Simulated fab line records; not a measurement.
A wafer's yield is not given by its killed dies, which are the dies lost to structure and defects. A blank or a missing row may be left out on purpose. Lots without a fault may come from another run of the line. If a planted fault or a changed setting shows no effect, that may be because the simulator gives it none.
fab line records | flow nand-harc | part 2 of 2: steps 5 to 6 of 6
[record] lots = 21 wafers = 63 last-day = 24
route steps=1159 shown A_CONTACT@873
lots with no fault: from the same line, run without faults
start-h: hours from the record's first day to the start of the lot's first wafer shown | wait-h: hours elapsed since this lot's preceding step | " repeats the value in the row above | L1.1+2: a row that stands for several wafers | - value missing, or start not given | * or withheld: withheld | < > ~ a bound
route shown NAME@n: NAME is a module with steps in the file, n the number in the route of the first one | usual: the fault-free wafers' mean and standard deviation | same: alike in all rows | chamber/n: place in a boat | sites: the reading at each site | _std_site: standard deviation across them | _edge_site: the outer-site mean with the inner-site mean subtracted | radius-mm: for every site, how far away it sits from the centre of the wafer | mask NAME#n: copy n | behind: the most recent tool/chamber to have shaped the wafer | hold: why the lot was held/for how many hours/how that ended | device: whichever transistor did not switch (one of n, p or np) | end of line: the route-end tests of the same wafers | a step without rows: its recipe alone | killed: count of dies lost to structure and defects at first sort (not the wafer's yield) | map: per-die view of a wafer (x killed, . not killed, _ where there is no die)
set.NAME: the setting as run; set.NAME@STEP: as run at that earlier step | model.NAME: the simulator's own value behind a step, which no gauge read
one table for each step of the route and one row for each wafer, over a sample of lots
services: the hour from which a tool's chamber was out of use, counted from the record's first day as start-h (under 0 if before that day), plus the number of hours and why
[[steps]]
[step NHARC_A_CONTACT_ETCH_97]
[recipe] target-depth-a = 200 over-etch-frac = 0.5 time-s = 10 ion-energy-ev = 250 c4f6-flow-sccm = 25 o2-flow-sccm = 20 ar-flow-sccm = 500 rf-w = 600 bias-w = 500 chemistry = C4F6/O2
[usual] drypump-motor-current-A = 5.6/0.5 mfc-ar-sccm = 500.0/1.6 oes-product-au = 0.956/0.023 rf-vpp-V = 548/3.7 showerhead-plenum-p-Torr = 3.97/0.18 throttle-valve-pct = 26.903/0.0086
// columns lot.wafer tool chamber start-h wait-h drypump-motor-current-A mfc-ar-sccm oes-product-au rf-hours-counter-h rf-vpp-V showerhead-plenum-p-Torr throttle-valve-pct
L074.2 rie-diel-11 0 376.20 0.2 5.1 502.2 0.994 0 554 4.23 26.911
L074.4 " 2 " " 4.8 499.1 1.002 - 549 4.08 26.905
L074.6 " 0 " " 5.1 502.1 0.995 - 551 4.23 26.908
L075.1 rie-diel-11 3 - - 5.9 497.9 0.959 2 552 4.15 26.905
L075.3 " 2 " " 4.8 501.1 0.956 4 549 4.08 26.916
L075.6 " 0 " " 5.0 499.0 0.931 - 553 4.22 26.899
L076.2 rie-diel-02 3 - - 5.8 498.5 0.936 13 551 4.07 26.912
L076.3 " 1 " " 4.9 500.3 0.945 10 549 3.99 26.910
L076.5 " 2 " " 5.5 500.7 0.941 - 543 3.68 26.905
L078.3 rie-diel-02 2 - - 5.5 498.6 0.942 13 542 3.68 26.905
L078.6 " 2 " " 5.5 498.1 0.933 - 540 3.68 26.908
L078.5 " 3 " " 5.8 499.9 0.944 - 549 4.07 26.903
L077.3 rie-diel-12 1 - - 5.0 500.8 0.982 2 543 3.72 26.891
L077.1 " 2 " " 5.8 499.2 0.990 2 545 3.90 26.905
L077.5 " 3 " " 6.0 498.5 0.995 - 550 4.04 26.908
L079.3 rie-diel-02 3 - - 5.8 499.5 0.936 16 551 4.07 26.908
L079.2 " 0 " " 6.3 501.2 0.944 16 551 4.12 26.897
L079.1 " 2 " " 5.5 499.6 0.935 15 544 3.68 26.915
L080.1 rie-diel-02 0 - - 6.3 499.7 0.969 18 550 4.12 26.898
L080.5 " 2 " " 5.5 500.9 0.950 - 542 3.68 26.888
L080.6 " 3 " " 5.8 498.9 0.963 - 550 4.07 26.902
L081.4 rie-diel-11 1 - - 6.4 500.8 0.958 23 543 3.71 26.913
L081.5 " 1 " " 6.3 502.1 0.954 - 542 3.71 26.913
L081.6 " 2 " " 4.8 501.2 0.941 - 549 4.07 26.885
L082.3 rie-diel-02 0 - - 6.3 501.6 0.936 19 550 4.12 26.907
L082.4 " 2 " " 5.5 496.5 0.946 18 540 3.68 26.902
L082.6 " 0 " " 6.3 499.0 0.933 - 552 4.12 26.894
L083.2 rie-diel-02 1 - - 4.9 498.2 1.003 17 549 3.99 26.905
L083.3 " 2 " " 5.5 499.5 1.015 18 542 3.68 26.899
L083.4 " 0 " " 6.3 499.6 0.996 19 551 4.12 26.885
L086.3 rie-diel-02 2 - - 5.5 502.2 0.952 22 540 3.67 26.914
L086.1 " 0 " " 6.3 500.8 0.975 24 552 4.12 26.902
L086.5 " 1 " " 4.9 500.3 0.946 - 548 3.99 26.899
L087.2 rie-diel-02 2 - - 5.5 497.6 0.963 23 543 3.67 26.897
L087.3 " 3 " " 5.8 502.3 0.959 23 549 4.07 26.896
L087.5 " 3 " " 5.8 499.8 0.951 - 550 4.07 26.903
L088.3 rie-diel-02 0 - - 6.3 500.9 0.955 27 551 4.11 26.909
L088.1 " 1 " " 4.9 499.5 0.945 25 547 3.98 26.897
L088.6 " 2 " " 5.5 499.1 0.942 - 542 3.67 26.900
L090.3 rie-diel-02 2 - - 5.5 501.7 0.941 27 541 3.67 26.907
L090.2 " 0 " " 6.3 500.7 0.949 27 551 4.11 26.902
L090.1 " 1 " " 4.9 499.3 0.933 25 548 3.98 26.910
L091.4 rie-diel-02 0 - - 6.3 502.1 0.950 30 549 4.11 26.901
L091.6 " 2 " " 5.5 503.2 0.931 - 543 3.67 26.896
L091.5 " 3 " " 5.8 501.8 0.940 - 549 4.06 26.907
L093.3 rie-diel-11 1 - - 6.4 497.9 0.951 45 542 3.70 26.900
L093.2 " 0 " " 5.1 499.2 0.942 42 552 4.20 26.886
L093.6 " 1 " " 6.4 500.3 0.948 - 542 3.70 26.899
L094.1 rie-diel-02 1 491.32 0.1 4.9 500.4 0.938 30 549 3.98 26.909
L094.3 " 3 " " 5.8 498.6 0.946 31 551 4.06 26.911
L094.5 " 0 " " 6.3 500.7 0.944 - 549 4.11 26.895
L092.2 rie-diel-02 2 - - 5.5 500.8 0.968 32 541 3.67 26.894
L092.1 " 3 " " 5.8 501.8 0.939 32 550 4.06 26.915
L092.6 " 2 " " 5.5 501.1 0.962 - 541 3.67 26.893
L097.3 rie-diel-11 2 515.45 0.1 4.9 499.2 0.954 52 551 4.05 26.900
L097.2 " 3 " " 6.0 501.2 0.951 47 550 4.12 26.908
L097.6 " 2 " " 4.8 500.2 0.952 - 549 4.05 26.910
L095.2 rie-diel-12 0 - - 5.8 496.6 0.952 48 545 3.87 26.904
L095.4 " 1 " " 5.0 498.7 0.933 48 542 3.69 26.904
L095.3 " 2 " " 5.8 498.4 0.953 51 546 3.87 26.902
L096.4 rie-diel-02 3 - - 5.8 499.6 0.976 1 549 4.06 26.915
L096.3 " 0 " " 6.3 499.7 1.004 0 550 4.11 26.896
L096.1 " 1 " " 4.9 499.9 0.995 1 547 3.98 26.884
[step NHARC_A_CONTACT_ETCH_106]
[recipe] target-depth-a = 600 overetch-a = 60 time-s = 33 ion-energy-ev = 100 cf4-flow-sccm = 80 o2-flow-sccm = 20 ar-flow-sccm = 0 rf-w = 300 bias-w = 100 chemistry = CF4/O2
[usual] cf4-flow-sccm = 80.00/0.25 drypump-motor-current-A = 5.6/0.53 mfc-ar-sccm = 0.009/0.015 oes_ar_750_au = 0.999/0.0044 oes-product-au = 0.999/0.0084 rf-vpp-V = 198.2/1.5 showerhead-plenum-p-Torr = 1.35/0.065 throttle-valve-pct = 13.396/0.0095
// columns lot.wafer tool chamber start-h wait-h cf4-flow-sccm drypump-motor-current-A mfc-ar-sccm oes_ar_750_au oes-product-au rf-hours-counter-h rf-vpp-V showerhead-plenum-p-Torr throttle-valve-pct
L074.4 rie-diel-12 3 376.58 0.1 80.12 5.9 0 0.992 0.993 59 199.4 1.38 13.391
L074.2 " 0 " " 79.90 5.7 0 0.994 0.994 58 197.9 1.32 13.405
L074.6 " 3 " " 80.25 5.9 0 0.996 0.991 - 198.4 1.38 13.403
L075.1 rie-diel-11 0 387.13 0.1 79.91 5.0 0.034 0.994 0.997 4 198.0 1.45 13.394
L075.3 " 3 " " 80.09 5.9 0 1.006 1.006 2 199.1 1.42 13.388
L075.6 " 1 " " 79.84 6.4 0 0.999 1.006 - 198.1 1.26 13.404
L076.3 rie-diel-02 0 387.40 0.1 80.07 6.3 0 0.998 1.004 13 199.3 1.41 13.394
L076.2 " 2 " " 80.20 5.5 0 1.002 0.997 12 195.7 1.25 13.397
L076.5 " 0 " " 79.48 6.3 0 0.996 1.000 - 199.8 1.41 13.387
L078.3 rie-diel-02 3 392.61 0.1 79.87 5.8 0.034 0.993 1.005 14 199.4 1.39 13.390
L078.5 " 3 " " 79.58 5.8 0.034 1.000 1.001 - 200.2 1.39 13.390
L078.6 " 0 " " 79.62 6.3 0 1.001 1.006 - 200.2 1.41 13.379
L077.1 rie-diel-11 2 393.87 0.1 79.89 4.8 0 1.004 1.008 7 198.5 1.39 13.398
L077.3 " 3 " " 79.99 5.9 0 0.995 1.004 5 199.2 1.42 13.395
L077.5 " 2 " " 80.02 4.8 0 0.996 1.011 - 199.0 1.39 13.410
L079.3 rie-diel-02 3 413.72 0.1 80.08 5.8 0.034 0.993 1.001 16 198.7 1.39 13.388
L079.2 " 0 " " 79.81 6.3 0 0.991 1.009 16 199.1 1.41 13.401
L079.1 " 1 " " 79.64 4.9 0 0.999 0.985 13 197.8 1.36 13.399
L080.1 rie-diel-11 3 424.84 0.1 80.45 5.9 0 1.001 1.009 16 199.0 1.41 13.393
L080.6 " 0 " " 80.16 5.0 0.034 0.992 1.007 - 201.8 1.44 13.398
L080.5 " 1 " " 80.04 6.4 0 0.999 0.996 - 196.9 1.26 13.376
L081.4 rie-diel-11 3 428.55 0.1 80.00 5.9 0 1.004 1.005 17 199.4 1.41 13.379
L081.6 " 1 " " 80.22 6.4 0 0.996 1.007 - 196.9 1.26 13.409
L081.5 " 2 " " 79.59 4.8 0 0.997 0.993 - 198.8 1.39 13.392
L082.4 rie-diel-11 2 431.22 0.1 80.00 4.8 0 1.004 1.000 22 199.3 1.39 13.398
L082.3 " 0 " " 79.88 5.1 0.034 1.007 0.979 19 199.7 1.44 13.394
L082.6 " 2 " " 79.90 4.8 0 0.998 1.001 - 198.3 1.39 13.384
L083.2 rie-diel-02 0 433.82 0.1 79.89 6.3 0 0.998 0.997 20 200.3 1.41 13.402
L083.3 " 2 " " 79.89 5.5 0 0.995 1.008 18 195.2 1.24 13.390
L083.4 " 3 " " 80.27 5.8 0.034 1.001 0.993 19 198.8 1.39 13.395
L086.1 rie-diel-02 3 451.16 0.1 79.66 5.8 0.034 1.003 1.004 23 198.8 1.39 13.389
L086.3 " 1 " " 79.69 4.9 0 1.003 0.995 22 198.6 1.36 13.406
L086.5 " 2 " " 80.04 5.5 0 0.998 1.005 - 195.2 1.24 13.400
L087.2 rie-diel-12 1 452.57 0.1 79.87 5.0 0.034 0.999 0.991 20 196.7 1.26 13.413
L087.3 " 2 " " 80.05 5.8 0.010 1.008 1.008 22 196.7 1.32 13.384
L087.5 " 1 " " 80.19 5.0 0.034 1.006 0.991 - 196.5 1.26 13.411
L088.3 rie-diel-11 3 468.05 0.1 79.88 5.9 0 0.997 1.006 32 201.5 1.41 13.388
L088.1 " 0 " " 80.09 5.1 0.034 1.002 0.992 36 201.2 1.44 13.405
L088.6 " 3 " " 80.28 5.9 0 0.993 1.010 - 199.4 1.41 13.403
L090.3 rie-diel-02 2 471.47 0.1 79.88 5.5 0 1.000 0.999 27 196.8 1.24 13.393
L090.2 " 3 " " 80.15 5.8 0.034 0.998 0.995 27 198.6 1.39 13.405
L090.1 " 1 " " 79.77 4.9 0 1.003 0.986 25 197.9 1.36 13.415
L091.4 rie-diel-11 3 483.76 0.1 79.78 6.0 0 0.996 1.006 38 198.9 1.41 13.406
L091.5 " 2 " " 80.05 4.8 0 0.999 1.002 - 199.3 1.38 13.411
L091.6 " 3 " " 80.07 5.9 0 1.007 1.013 - 199.5 1.41 13.402
L093.3 rie-diel-11 0 487.26 0.1 80.44 5.1 0.034 0.993 1.005 42 200.7 1.44 13.390
L093.2 " 3 " " 79.75 5.9 0 0.995 1.005 38 199.2 1.41 13.394
L093.6 " 0 " " 79.98 5.0 0.034 0.999 1.006 - 199.7 1.44 13.394
L094.3 rie-diel-02 1 491.74 0.1 79.60 4.9 0 1.004 0.982 30 198.6 1.36 13.405
L094.1 " 3 " " 80.04 5.8 0.034 0.992 0.989 31 200.1 1.39 13.401
L094.5 " 3 " " 80.30 5.8 0.034 0.999 0.987 - 198.5 1.39 13.400
L092.2 rie-diel-02 3 497.84 0.1 79.80 5.8 0.034 1.001 0.994 32 198.7 1.39 13.393
L092.1 " 0 " " 80.09 6.3 0 0.997 0.994 32 198.9 1.40 13.400
L092.6 " 1 " " 79.51 4.9 0 1.006 0.991 - 199.8 1.36 13.398
L097.3 rie-diel-02 1 516.25 0.1 80.09 4.9 0 0.993 0.999 1 197.5 1.36 13.389
L097.2 " 3 " " 80.03 5.8 0.034 0.995 0.995 1 198.4 1.38 13.396
L097.6 " 2 " " 80.30 5.5 0 1.002 1.007 - 195.5 1.24 13.404
L095.2 rie-diel-12 0 518.83 0.1 80.17 5.7 0 1.005 1.000 48 197.9 1.31 13.418
L095.4 " 1 " " 80.60 5.0 0.034 1.000 0.987 48 197.1 1.25 13.396
L095.3 " 2 " " 80.08 5.8 0.010 1.002 1.013 51 196.6 1.32 13.403
L096.1 rie-diel-02 3 521.50 0.3 80.20 5.7 0.034 1.001 0.994 1 197.9 1.39 13.403
L096.3 " 0 " " 79.74 6.3 0 1.000 1.000 1 199.9 1.40 13.392
L096.4 " 1 " " 79.66 4.9 0 1.001 0.996 1 197.1 1.36 13.378
[[services]]
// columns tool chamber start-h hours kind
rie-diel-02 1 359.95 6.9 repair
rie-diel-02 0 361.29 - clean
rie-diel-02 2 361.29 - clean
rie-diel-02 3 361.29 - clean
rie-diel-11 2 363.14 3.9 repair
rie-diel-11 - 366.82 9.0 pm
rie-diel-12 - 379.69 9.0 pm
rie-diel-02 0 385.79 - clean
rie-diel-02 1 385.79 - clean
rie-diel-02 2 385.79 - clean
rie-diel-02 3 385.79 - clean
rie-diel-12 3 406.51 1.2 repair
rie-diel-02 0 410.30 - clean
rie-diel-02 1 410.30 - clean
har-cap-etch-02 - 418.51 0.6 repair
rie-diel-12 - 423.86 1.4 repair
har-cap-etch-01 - 434.52 0.1 repair
rie-diel-12 3 450.91 2.4 repair
rie-diel-02 2 490.18 1.7 repair
rie-diel-02 - 504.79 9.0 pm
rie-diel-12 3 504.83 5.6 repair
rie-diel-11 1 509.97 11.8 repair
har-cap-etch-03 - 512.78 0.4 repair
rie-diel-02 0 513.83 1.9 repair
